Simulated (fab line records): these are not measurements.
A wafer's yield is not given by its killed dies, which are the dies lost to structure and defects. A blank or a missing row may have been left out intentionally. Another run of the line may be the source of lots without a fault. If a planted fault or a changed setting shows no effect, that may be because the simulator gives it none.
fab line records | flow n5Finfet | part 2 of 2: steps 5 to 6 of 6
record: lots: 24 wafers: 72 lastDay: 18
route steps=1938 shown BEOL_M1@775
lots that met no fault: taken from a fault-free run of the same line
startH: start of the lot's first displayed wafer, in hours after the record's first day | waitH: hours from the lot's prior step to this one | " unchanged from the row above | L1.1+2: a row that stands for several wafers | - no value, or no start given | * or withheld: withheld | < > ~ a bound
route shown NAME@n: a module of which the file shows steps, and the number in the route of the first | usual: the fault-free wafers' mean and standard deviation | same: alike in all rows | chamber/n: place in a boat | sites: the reading at each site | _std_site: the values' standard deviation | _edge_site: mean of outer sites minus mean of inner sites | radiusMm: for every site, how far away it sits from the centre of the wafer | mask NAME#n: copy n | behind: the tool/chamber that last shaped the wafer | hold: the reason the lot was held/the length of the hold in hours/how it ended | device: transistor that didn't switch, given as n, p or np | end of line: at the end of the route, the tests of the same wafers | where a step has no rows: the recipe by itself | killed: dies lost to structure and defects at the first sort, not the wafer's yield | map: dies across one wafer; x = killed, . = not, _ = none there
set.NAME: setting as actually run; set.NAME@STEP: the setting as run at that earlier step | model.NAME: the simulator's own value behind a step, which no gauge read
route steps across a sampled set of lots; one table per step, one row per wafer
services: a tool's chamber out of use, with start hour (startH, from the record's first day; less than 0 if before it), hours out, and reason
== steps ==
step: N5_BEOL_M1_STRIP_97
recipe: chemistry: N2/H2 timeS: 10 powerW: 450 tempC: 40 pressureMtorr: 20 rfFrequencyHz: 6e+07 biasPowerW: 7 n2FlowSccm: 200 h2FlowSccm: 200
usual: biasPowerW: 6.998/0.021 drypumpMotorCurrentA: 5.6/0.37 oesProductAu: 0.82/0.082 rfVppV: 59.3/0.9 showerheadPlenumPTorr: 2.59/0.092 throttleValvePct: 23.60/0.29
columns lot.wafer tool chamber startH waitH biasPowerW drypumpMotorCurrentA oesProductAu rfHoursCounterH rfVppV showerheadPlenumPTorr throttleValvePct
L074.1 rieDiel-01 1 - - 7.000 5.9 0.91 14 57.7 2.70 23.07
L074.2 " 2 " " 7.008 5.6 0.70 230 60.3 2.51 23.89
L074.6 " 2 " " 6.991 5.6 0.69 - 60.0 2.51 23.88
L075.1 rieDiel-01 2 - - 6.992 5.5 0.71 233 59.5 2.51 23.88
L075.4 " 1 " " 6.947 6.0 0.89 18 60.1 2.70 23.07
L075.5 " 3 " " 6.978 5.4 0.90 - 59.2 2.59 23.49
L076.1 rieDiel-03 3 - - 6.998 4.8 0.88 37 60.4 2.48 23.77
L076.2 " 0 " " 7.005 5.2 0.71 221 58.3 2.41 23.71
L076.4 " 2 " " 6.981 5.4 0.84 71 60.3 2.68 23.94
L078.3 rieDiel-01 3 - - 7.023 5.4 0.90 34 59.5 2.59 23.51
L078.5 " 0 " " 7.000 5.1 0.89 - 59.1 2.70 23.92
L078.6 " 1 " " 6.957 6.0 0.90 - 60.9 2.70 23.07
L077.2 rieDiel-03 0 - - 6.974 5.3 0.71 224 58.1 2.41 23.73
L077.5 " 2 " " 6.960 5.4 0.84 - 58.8 2.68 23.92
L077.6 " 1 " " 6.995 5.9 0.89 - 59.5 2.58 23.54
L079.2 rieDiel-04 2 - - 6.976 5.8 0.69 219 57.3 2.61 23.72
L079.4 " 0 " " 6.979 5.8 0.69 235 61.3 2.61 23.69
L079.5 " 0 " " 6.994 5.8 0.69 - 60.6 2.61 23.70
L080.3 rieDiel-01 0 - - 6.975 5.1 0.89 43 59.5 2.70 23.94
L080.5 " 0 " " 6.975 5.1 0.89 - 59.8 2.70 23.94
L080.6 " 1 " " 7.025 6.0 0.89 - 59.2 2.70 23.08
L081.1 rieDiel-01 1 - - 6.986 6.0 0.88 28 58.8 2.70 23.09
L081.3 " 2 " " 7.003 5.5 0.70 243 58.0 2.51 23.91
L081.5 " 1 " " 6.984 6.0 0.88 - 60.0 2.70 23.08
L082.1 rieDiel-03 1 - - 6.986 5.9 0.88 39 59.4 2.57 23.54
L082.4 " 0 " " 6.986 5.3 0.70 234 57.8 2.40 23.73
L082.5 " 1 " " 6.995 5.9 0.87 - 58.6 2.57 23.54
L084.2 rieDiel-01 0 - - 6.978 5.1 0.87 46 58.7 2.69 23.94
L084.3 " 2 " " 6.998 5.5 0.69 245 59.3 2.50 23.92
L084.6 " 2 " " 7.015 5.6 0.69 - 58.1 2.50 23.88
L083.2 rieDiel-03 3 - - 7.020 4.8 0.86 52 58.8 2.48 23.78
L083.5 " 1 " " 6.966 5.9 0.87 - 58.9 2.57 23.55
L083.6 " 0 " " 7.014 5.2 0.70 - 61.0 2.40 23.74
L085.1 rieDiel-04 2 - - 7.028 5.8 0.69 231 58.3 2.60 23.74
L085.5 " 0 " " 7.013 5.8 0.68 - 59.5 2.60 23.71
L085.6 " 2 " " 7.009 5.8 0.69 - 59.0 2.60 23.72
L086.1 rieDiel-04 2 - - 7.006 5.8 0.68 232 60.0 2.60 23.74
L086.2 " 0 " " 7.027 5.8 0.67 247 60.5 2.60 23.74
L086.3 " 1 " " 6.985 5.7 0.83 75 59.2 2.47 23.46
L087.1 rieDiel-04 0 - - 7.002 5.8 0.67 250 59.3 2.60 23.72
L087.3 " 1 " " 6.965 5.7 0.84 78 59.7 2.47 23.45
L087.5 " 2 " " 6.996 5.8 0.69 - 58.1 2.60 23.73
L088.2 rieDiel-01 1 - - 6.995 6.0 0.85 44 60.2 2.69 23.10
L088.3 " 0 " " 7.015 5.1 0.85 59 59.1 2.69 23.95
L088.5 " 3 " " 7.026 5.5 0.86 - 60.7 2.58 23.52
L089.1 rieDiel-01 0 - - 6.960 5.1 0.85 60 59.0 2.69 23.94
L089.2 " 1 " " 6.968 6.0 0.85 44 59.5 2.69 23.11
L089.5 " 3 " " 7.016 5.4 0.86 - 59.0 2.58 23.54
L090.3 rieDiel-01 2 - - 6.971 5.5 1.01 0 59.0 2.50 23.57
L090.5 " 0 " " 6.974 5.1 0.85 - 59.5 2.69 23.96
L090.6 " 1 " " 7.033 6.0 0.86 - 59.5 2.69 23.11
L091.2 rieDiel-01 2 - - 6.998 5.5 0.99 0 57.7 2.50 23.55
L091.4 " 3 " " 6.977 5.4 0.86 61 60.1 2.58 23.54
L091.5 " 1 " " 6.970 6.0 0.85 - 59.6 2.69 23.11
L092.2 rieDiel-01 0 - - 7.015 5.0 0.84 69 60.0 2.68 23.95
L092.3 " 2 " " 6.998 5.5 0.96 8 58.3 2.50 23.56
L092.5 " 0 " " 6.970 5.1 0.84 - 59.8 2.68 23.97
L093.1 rieDiel-01 3 - - 6.976 5.4 0.85 68 58.1 2.57 23.55
L093.3 " 0 " " 7.020 5.1 0.84 70 60.0 2.68 23.97
L093.6 " 3 " " 6.972 5.4 0.84 - 60.2 2.57 23.55
L095.3 rieDiel-04 3 - - 7.017 6.5 0.71 223 58.9 2.40 23.63
L095.4 " 2 " " 6.972 5.8 0.67 - 59.8 2.59 23.76
L095.5 " 3 " " 6.994 6.5 0.70 - 59.1 2.40 23.63
L094.2 rieDiel-01 0 - - 7.020 5.1 0.84 72 59.2 2.68 23.97
L094.3 " 2 " " 6.998 5.6 0.94 12 59.2 2.50 23.58
L094.5 " 0 " " 7.024 5.0 0.84 - 59.8 2.68 23.98
L097.1 rieDiel-01 1 - - 7.016 6.0 0.81 65 58.6 2.68 23.11
L097.2 " 3 " " 6.963 5.4 0.84 78 59.2 2.57 23.57
L097.3 " 2 " " 7.027 5.5 0.92 18 58.8 2.49 23.58
L096.3 rieDiel-01 0 - - 7.004 5.1 0.83 78 61.1 2.68 23.98
L096.4 " 2 " " 7.043 5.5 0.92 19 59.5 2.49 23.57
L096.5 " 1 " " 6.991 6.0 0.83 - 60.7 2.68 23.15
step: N5_BEOL_M1_SPUTTER_81
recipe: material: Cu targetThkA: 45 tempC: -20 chamberPressurePa: 0.07 powerW: withheld timeS: 8.29
usual: chamberPressurePa: 0.07002/0.00015 throttleValvePct: 29.6/0.98
columns lot.wafer tool chamber startH waitH chamberPressurePa throttleValvePct
L074.1 pvdSputter-03 - 125.99 0.1 0.06989 30.8
L074.2 " - " " 0.07024 29.8
L074.6 " - " " 0.07003 31.4
L075.1 pvdSputter-01 - 135.54 0.1 0.07008 30.1
L075.4 " - " " 0.07013 28.8
L075.5 " - " " 0.07003 29.9
L076.1 pvdSputter-01 - 138.12 0.1 0.06966 29.0
L076.2 " - " " 0.07009 30.0
L076.4 " - " " 0.07014 30.4
L078.3 pvdSputter-02 - 144.65 0.1 0.06981 27.7
L078.5 " - " " 0.07006 30.6
L078.6 " - " " 0.06978 27.7
L077.2 pvdSputter-02 - 149.94 0.1 0.07013 27.6
L077.5 " - " " 0.06987 29.9
L077.6 " - " " 0.06994 30.0
L079.2 pvdSputter-01 - 155.52 0.1 0.06985 29.2
L079.4 " - " " 0.07012 28.9
L079.5 " - " " 0.07012 28.7
L080.3 pvdSputter-02 - 172.77 0.1 0.07016 30.5
L080.5 " - " " 0.07006 30.9
L080.6 " - " " 0.06993 29.9
L081.1 pvdSputter-01 - 175.70 0.1 0.06992 29.0
L081.3 " - " " 0.06995 29.8
L081.5 " - " " 0.06999 28.7
L082.1 pvdSputter-02 - 177.60 0.1 0.07005 27.7
L082.4 " - " " 0.07011 29.7
L082.5 " - " " 0.07016 29.7
L084.2 pvdSputter-03 - 183.28 0.1 0.07009 28.6
L084.3 " - " " 0.06994 29.7
L084.6 " - " " 0.06972 29.8
L083.2 pvdSputter-03 - 186.82 0.1 0.06977 31.0
L083.5 " - " " 0.07002 31.1
L083.6 " - " " 0.07016 30.0
L085.1 pvdSputter-02 - 192.65 0.1 0.07028 30.7
L085.5 " - " " 0.07 29.6
L085.6 " - " " 0.07016 29.7
L086.1 pvdSputter-01 - 195.98 0.1 0.06997 30.3
L086.2 " - " " 0.06999 28.9
L086.3 " - " " 0.07006 30.0
L087.1 pvdSputter-03 - 201.92 0.1 0.07012 30.7
L087.3 " - " " 0.06985 29.7
L087.5 " - " " 0.06966 28.5
L088.2 pvdSputter-03 - 219.94 0.1 0.07 29.7
L088.3 " - " " 0.07024 29.0
L088.5 " - " " 0.06979 29.7
L089.1 pvdSputter-01 - 221.20 0.1 0.07023 30.2
L089.2 " - " " 0.06975 29.1
L089.5 " - " " 0.07004 28.7
L090.3 pvdSputter-01 - 225.34 0.1 0.06986 30.1
L090.5 " - " " 0.06986 29.0
L090.6 " - " " 0.07013 30.2
L091.2 pvdSputter-02 - 225.94 0.1 0.07005 30.6
L091.4 " - " " 0.07002 29.9
L091.5 " - " " 0.0701 27.9
L092.2 pvdSputter-01 - 244.04 0.1 0.06983 30.7
L092.3 " - " " 0.07015 30.0
L092.5 " - " " 0.07017 30.2
L093.1 pvdSputter-02 - 247.84 0.1 0.07017 29.7
L093.3 " - " " 0.06998 27.7
L093.6 " - " " 0.0701 27.8
L095.3 pvdSputter-02 - 255.92 0.1 0.07012 27.6
L095.4 " - " " 0.07004 30.1
L095.5 " - " " 0.06982 27.9
L094.2 pvdSputter-01 - 256.13 0.1 0.0702 28.9
L094.3 " - " " 0.07021 28.6
L094.5 " - " " 0.07038 30.1
L097.1 pvdSputter-02 - 273.52 0.1 0.06988 29.6
L097.2 " - " " 0.06974 27.8
L097.3 " - " " 0.06988 29.5
L096.3 pvdSputter-01 - 277.66 0.1 0.06997 30.3
L096.4 " - " " 0.06977 28.5
L096.5 " - " " 0.07017 30.4
== services ==
columns tool chamber startH hours kind
rieDiel-01 0 102.36 22.0 repair
rieDiel-04 1 105.96 14.5 repair
pvdSputter-03 - 119.61 1.0 repair
rieDiel-04 3 120.72 9.8 repair
rieDiel-03 2 147.89 8.5 repair
rieDiel-04 - 150.63 0.2 repair
rieDiel-01 2 163.08 6.8 repair
rieDiel-04 0 179.56 5.8 repair
rieDiel-04 3 185.77 45.5 repair
rieDiel-01 2 199.95 - clean
rieDiel-01 2 199.95 - consumableReplace:focusRing
rieDiel-03 0 219.55 - clean
rieDiel-03 0 219.55 - consumableReplace:focusRing
rieDiel-03 0 219.55 - consumableReplace:showerhead
rieDiel-03 0 219.55 19.9 scheduledDown
rieDiel-03 0 219.55 19.9 ventCycle
pvdSputter-02 - 222.72 1.7 repair
rieDiel-04 0 242.16 - clean
rieDiel-04 0 242.16 - consumableReplace:focusRing
rieDiel-04 0 242.16 16.1 scheduledDown
rieDiel-04 1 246.44 6.6 repair
rieDiel-04 2 248.61 3.7 repair
rieDiel-01 0 269.66 2.1 repair
rieDiel-01 0 275.75 4.7 repair
